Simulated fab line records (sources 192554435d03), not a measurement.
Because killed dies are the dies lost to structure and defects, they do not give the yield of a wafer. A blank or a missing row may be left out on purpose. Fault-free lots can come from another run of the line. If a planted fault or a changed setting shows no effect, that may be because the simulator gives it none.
Which tool did it? + flow n5-finfet + 9 lots, 26 wafers sampled, at 8 steps of a route of 1938

## WHAT THE GAUGES SHOWED, per wafer
N5_PMOS_HMC_CHANNEL_EPI_CD_MEAS_09: the cd target is 237.4 nm. Usual: cd-nm 236.6 nm, standard deviation 1.2.
| lot  | measured    | on        | cd-nm (nm)        | flag |
|------|-------------|-----------|-------------------|------|
| L987 | day 2 00:23 | cd-sem-03 | 236.8 235.3 235.0 |      |
| L989 | day 2 12:01 | cd-sem-03 | 235.3 236.2 235.0 |      |
| L990 | day 2 17:20 | cd-sem-01 | 237.8 237.0 236.2 |      |
| L992 | day 3 05:34 | cd-sem-01 | 236.0 236.9 238.0 |      |
| L998 | day 4 17:11 | cd-sem-03 | 236.5 237.4 237.9 |      |
| L100 | day 5 06:02 | cd-sem-03 | 238.0 236.3 235.8 |      |
| L105 | day 6 11:07 | cd-sem-02 | 235.9 235.4       |      |
| L107 | day 6 23:22 | cd-sem-03 | 237.2 237.1 237.2 |      |
| L109 | day 7 11:05 | cd-sem-03 | 235.3 234.7 236.7 |      |

N5_PMOS_HMC_CHANNEL_EPI_INSPECT_30: inspects for defects (darkfield). Usual: raw-defect-count 19, standard deviation 6.9.
| lot  | measured    | on                | raw-defect-count | flag |
|------|-------------|-------------------|------------------|------|
| L987 | day 2 03:20 | defect-inspect-02 | 33 15 15         |      |
| L989 | day 2 14:52 | defect-inspect-02 | 19 34 22         |      |
| L990 | day 2 20:37 | defect-inspect-02 | 21 18 17         |      |
| L992 | day 3 09:02 | defect-inspect-02 | 21 15 29         |      |
| L998 | day 4 20:57 | defect-inspect-02 | 1033 997 1002    | OFF  |
| L100 | day 5 08:52 | defect-inspect-02 | 1013 1070 953    | OFF  |
| L105 | day 6 16:46 | defect-inspect-01 | 23 35            |      |
| L107 | day 7 02:44 | defect-inspect-02 | 23 16 12         |      |
| L109 | day 7 14:55 | defect-inspect-02 | 20 30 13         |      |

N5_FIN_SAQP_THK_MEAS_07. Usual: thk-nm 60.0 nm, standard deviation 0.87.
| lot  | measured    | on            | thk-nm (nm)    | flag |
|------|-------------|---------------|----------------|------|
| L987 | day 2 04:17 | film-metro-01 | 60.5 61.5 61.3 |      |
| L989 | day 2 15:53 | film-metro-01 | 59.5 59.9 59.6 |      |
| L990 | day 2 21:30 | film-metro-02 | 60.2 59.9 61.6 |      |
| L992 | day 3 09:53 | film-metro-02 | 60.0 58.6 59.9 |      |
| L998 | day 4 21:51 | film-metro-01 | 58.3 58.9 59.2 |      |
| L100 | day 5 09:43 | film-metro-01 | 59.6 58.5 60.2 |      |
| L105 | day 6 17:49 | film-metro-02 | 59.7 61.7      |      |
| L107 | day 7 03:40 | film-metro-02 | 59.3 59.8 60.2 |      |
| L109 | day 7 15:46 | film-metro-02 | 60.6 59.4 60.9 |      |

N5_FIN_SAQP_INSPECT_18: inspects for defects (brightfield). Usual: raw-defect-count 431, standard deviation 120.
| lot  | measured    | on                | raw-defect-count | flag |
|------|-------------|-------------------|------------------|------|
| L987 | day 2 04:49 | defect-inspect-02 | 557 521 407      |      |
| L989 | day 2 16:26 | defect-inspect-02 | 424 348 327      |      |
| L990 | day 2 22:04 | defect-inspect-02 | 312 332 388      |      |
| L992 | day 3 10:20 | defect-inspect-02 | 251 390 375      |      |
| L998 | day 4 22:25 | defect-inspect-02 | 1402 1305 1283   | OFF  |
| L100 | day 5 10:16 | defect-inspect-02 | 1694 1634 1556   | OFF  |
| L105 | day 6 18:15 | defect-inspect-02 | 589 524          |      |
| L107 | day 7 04:13 | defect-inspect-01 | 277 281 280      |      |
| L109 | day 7 16:19 | defect-inspect-02 | 608 374 312      |      |

N5_FIN_SAQP_INSPECT_40: inspects for defects (brightfield). Usual: raw-defect-count 235, standard deviation 62.
| lot  | measured    | on                | raw-defect-count | flag |
|------|-------------|-------------------|------------------|------|
| L987 | day 2 09:42 | defect-inspect-02 | 301 299 258      |      |
| L989 | day 2 20:37 | defect-inspect-02 | 260 273 205      |      |
| L990 | day 3 02:52 | defect-inspect-02 | 169 161 169      |      |
| L992 | day 3 15:28 | defect-inspect-02 | 202 347 244      |      |
| L998 | day 5 03:32 | defect-inspect-02 | 1258 1186 1192   | OFF  |
| L100 | day 5 14:56 | defect-inspect-02 | 1172 1268 1152   | OFF  |
| L105 | day 6 22:45 | defect-inspect-01 | 178 222          |      |
| L107 | day 7 08:54 | defect-inspect-01 | 181 131 223      |      |
| L109 | day 7 20:46 | defect-inspect-02 | 327 204 214      |      |

N5_BEOL_M4_RC_MEAS_101. Usual: DIBL_N 37.1 mV/V, standard deviation 2.4; DIBL_P 37 mV/V, standard deviation 3; IOFF_N 0.18 nA/um, standard deviation 0.053; IOFF_P 0.21 nA/um, standard deviation 0.05; ION_N 674 uA/um, standard deviation 14; ION_P 459 uA/um, standard deviation 9.2; SS_N 72.1 mV/dec, standard deviation 0.9; SS_P 73.4 mV/dec, standard deviation 0.89; VT_N 250 mV, standard deviation 3.8; VT_P -251 mV, standard deviation 3.7.
| lot  | measured     | on        | DIBL_N (mV/V)  | DIBL_P (mV/V) | IOFF_N (nA/um) | IOFF_P (nA/um) | ION_N (uA/um) | ION_P (uA/um) | SS_N (mV/dec)  | SS_P (mV/dec)  | VT_N (mV)   | VT_P (mV)      | flag |
|------|--------------|-----------|----------------|---------------|----------------|----------------|---------------|---------------|----------------|----------------|-------------|----------------|------|
| L987 | day 8 14:59  | prober-01 | 39.5 36.7 34.4 | 40 37 33      | 0.21 0.15 0.13 | 0.29 0.22 0.17 | 680 671 654   | 466 461 450   | 72.7 71.6 71.9 | 74.0 73.3 71.9 | 248 251 255 | -246 -251 -253 |      |
| L989 | day 9 13:48  | prober-01 | 37.7 36.7 37.9 | 39 37 38      | 0.20 0.19 0.20 | 0.25 0.23 0.23 | 688 681 664   | 467 464 453   | 71.6 72.0 73.0 | 73.7 72.7 73.8 | 248 245 247 | -248 -248 -248 |      |
| L990 | day 9 08:38  | prober-01 | 35.0 34.1 36.0 | 34 32 35      | 0.13 0.12 0.14 | 0.16 0.14 0.17 | 664 652 664   | 455 445 453   | 71.5 71.4 71.1 | 73.0 72.2 72.8 | 253 256 255 | -251 -257 -255 |      |
| L992 | day 9 18:23  | prober-01 | 37.7 34.9 36.0 | 40 36 36      | 0.19 0.13 0.16 | 0.22 0.18 0.18 | 671 657 679   | 459 450 457   | 72.5 71.4 72.1 | 74.4 73.3 72.9 | 250 253 250 | -251 -253 -254 |      |
| L998 | day 11 14:18 | prober-02 | 36.4 37.8 36.6 | 37 38 38      | 0.18 0.19 0.19 | 0.20 0.22 0.22 | 671 674 692   | 456 453 471   | 72.2 72.7 71.8 | 73.0 74.0 72.8 | 249 250 246 | -252 -253 -251 |      |
| L100 | day 12 01:22 | prober-02 | 35.8 39.2 39.0 | 36 40 41      | 0.15 0.21 0.21 | 0.19 0.25 0.27 | 694 679 712   | 467 466 484   | 71.0 72.0 72.4 | 72.6 74.1 74.0 | 250 246 243 | -253 -250 -248 |      |
| L105 | day 12 21:28 | prober-02 | 42.6 43.0      | 45 45         | 0.30 0.30      | 0.31 0.32      | 698 693       | 471 462       | 73.4 73.8      | 75.3 75.1      | 245 244     | -246 -247      |      |
| L107 | day 13 21:18 | prober-02 | 32.5 36.1 37.3 | 33 37 39      | 0.12 0.17 0.21 | 0.14 0.18 0.22 | 665 690 697   | 453 459 464   | 71.2 71.7 72.5 | 72.1 72.8 74.6 | 252 249 244 | -255 -255 -252 |      |
| L109 | day 14 00:27 | prober-01 | 34.9 37.6 37.8 | 35 38 39      | 0.13 0.16 0.19 | 0.16 0.19 0.22 | 662 662 681   | 456 448 460   | 71.0 71.7 71.8 | 73.0 73.5 73.7 | 254 254 249 | -253 -253 -252 |      |

## WHAT TOOL EACH LOT RAN ON (gives the tool, then ch and the chambers of the sampled wafers, and finally the start)
| lot  | N5_PMOS_HMC_CHANNEL_EPI_FIN_RECESS_16 | N5_PMOS_HMC_CHANNEL_EPI_CMP_21 |
|------|---------------------------------------|--------------------------------|
| L987 | rie-si-02 ch 0,1,2, day 2 00:57       | cmp-03 ch 0,2,3, day 2 02:30   |
| L989 | rie-si-01 ch 0,1, day 2 12:34         | cmp-01 ch 0,1, day 2 14:07     |
| L990 | rie-si-06 ch 1,3, day 2 18:12         | cmp-02 ch 0,2,3, day 2 19:46   |
| L992 | rie-si-01 ch 1,2,3, day 3 06:45       | cmp-03 ch 1,2, day 3 08:16     |
| L998 | rie-si-06 ch 1,2, day 4 17:44         | cmp-03 ch 0,1,2, day 4 20:10   |
| L100 | rie-si-02 ch 0,1,2, day 5 06:35       | cmp-03 ch 0,1,2, day 5 08:06   |
| L105 | rie-si-02 ch 1,2, day 6 11:40         | cmp-01 ch 2, day 6 15:46       |
| L107 | rie-si-01 ch 0,1,3, day 7 00:02       | cmp-02 ch 2,3, day 7 01:33     |
| L109 | rie-si-02 ch 0,1,2, day 7 11:38       | cmp-01 ch 0,2,3, day 7 14:08   |
- N5_PMOS_HMC_CHANNEL_EPI_FIN_RECESS_16: chemistry HBr/Cl2, target Si, target depth 54 nm, time 18 s.
- N5_PMOS_HMC_CHANNEL_EPI_CMP_21: polishes SiGe30, target thk 54 nm.

## AS READ BY THE TOOLS THEMSELVES (means over the sampled wafers that have a number; for cases with no such wafer, the mark the record gives instead)
N5_PMOS_HMC_CHANNEL_EPI_FIN_RECESS_16. Usual: chamber-pressure-mTorr 10.000 mTorr, standard deviation 0.0088; drypump-motor-current-A 5.7 A, standard deviation 0.42; oes-product-au 1.002 a.u., standard deviation 0.016; throttle-valve-pct 35.3 %, standard deviation 0.31.
| lot  | tool      | chamber-pressure-mTorr (mTorr) | drypump-motor-current-A (A) | oes-product-au (a.u.) | throttle-valve-pct (%) | flag |
|------|-----------|--------------------------------|-----------------------------|-----------------------|------------------------|------|
| L987 | rie-si-02 | 10.002                         | 5.4                         | 0.997                 | 35.2                   |      |
| L989 | rie-si-01 | 9.990                          | 5.8                         | 0.992                 | 34.8                   |      |
| L990 | rie-si-06 | 10.011                         | 5.8                         | 0.999                 | 35.4                   |      |
| L992 | rie-si-01 | 10.005                         | 5.7                         | 0.999                 | 35.3                   |      |
| L998 | rie-si-06 | 10.005                         | 5.9                         | 1.014                 | 35.3                   |      |
| L100 | rie-si-02 | 10.003                         | 5.4                         | 0.994                 | 35.2                   |      |
| L105 | rie-si-02 | 10.003                         | 5.3                         | 0.992                 | 35.2                   |      |
| L107 | rie-si-01 | 9.994                          | 5.9                         | 0.995                 | 35.3                   |      |
| L109 | rie-si-02 | 9.995                          | 5.4                         | 0.993                 | 35.2                   |      |

N5_PMOS_HMC_CHANNEL_EPI_CMP_21. Usual: edge-zone-pressure-frac 0.999, standard deviation 0.0052; motor-current-A 12.4 A, standard deviation 1.3; slurry-filter-dp-kPa 13.48 kPa, standard deviation 0.14.
| lot  | tool   | edge-zone-pressure-frac | motor-current-A (A) | slurry-filter-dp-kPa (kPa) | flag |
|------|--------|-------------------------|---------------------|----------------------------|------|
| L987 | cmp-03 | 0.998                   | 12.0                | 13.60                      |      |
| L989 | cmp-01 | 0.995                   | 12.0                | 13.45                      |      |
| L990 | cmp-02 | 1.004                   | 12.7                | 13.48                      |      |
| L992 | cmp-03 | 0.998                   | 11.2                | 13.51                      |      |
| L998 | cmp-03 | 0.995                   | 12.1                | 13.51                      |      |
| L100 | cmp-03 | 0.995                   | 11.5                | 13.54                      |      |
| L105 | cmp-01 | 0.992                   | 14.6                | 13.30                      |      |
| L107 | cmp-02 | 1.000                   | 12.2                | 13.54                      |      |
| L109 | cmp-01 | 0.997                   | 13.6                | 13.29                      |      |

## THE ANSWER, worked out from the rows above alone
Rule: lot off if the mean of its wafers having a number is beyond 3 standard deviations from the usual mean. A lot without any number at a reading at which 4 lots or more have one is off too. All remaining lots with rows at the step are treated as sound. First the gauges in route order, then the tools' own readings, where a lot's mean is used as printed above. At the first step where some lot is off, the reading lying furthest off is the one used; lots without a number count as furthest.
Off at N5_PMOS_HMC_CHANNEL_EPI_INSPECT_30 (raw-defect-count): L998, L100.
A tool fits if, at a process step before that reading, it ran every lot that is off, and no sound lot after the first of them. Those tools and the gauges at N5_PMOS_HMC_CHANNEL_EPI_INSPECT_30 are tried in the same way. One fits: cmp-03 at N5_PMOS_HMC_CHANNEL_EPI_CMP_21. A fault onset in the window from L992 (day 3 08:16, its last sound lot) to L998 (day 4 20:10, its first lot off) fits.

## WHAT THE SIMULATOR PUT IN
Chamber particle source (cmp-03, N5_PMOS_HMC_CHANNEL_EPI_CMP_21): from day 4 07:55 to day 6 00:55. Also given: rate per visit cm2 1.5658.
Lots struck among those shown: L998, L100. The rule above reached the same finding.
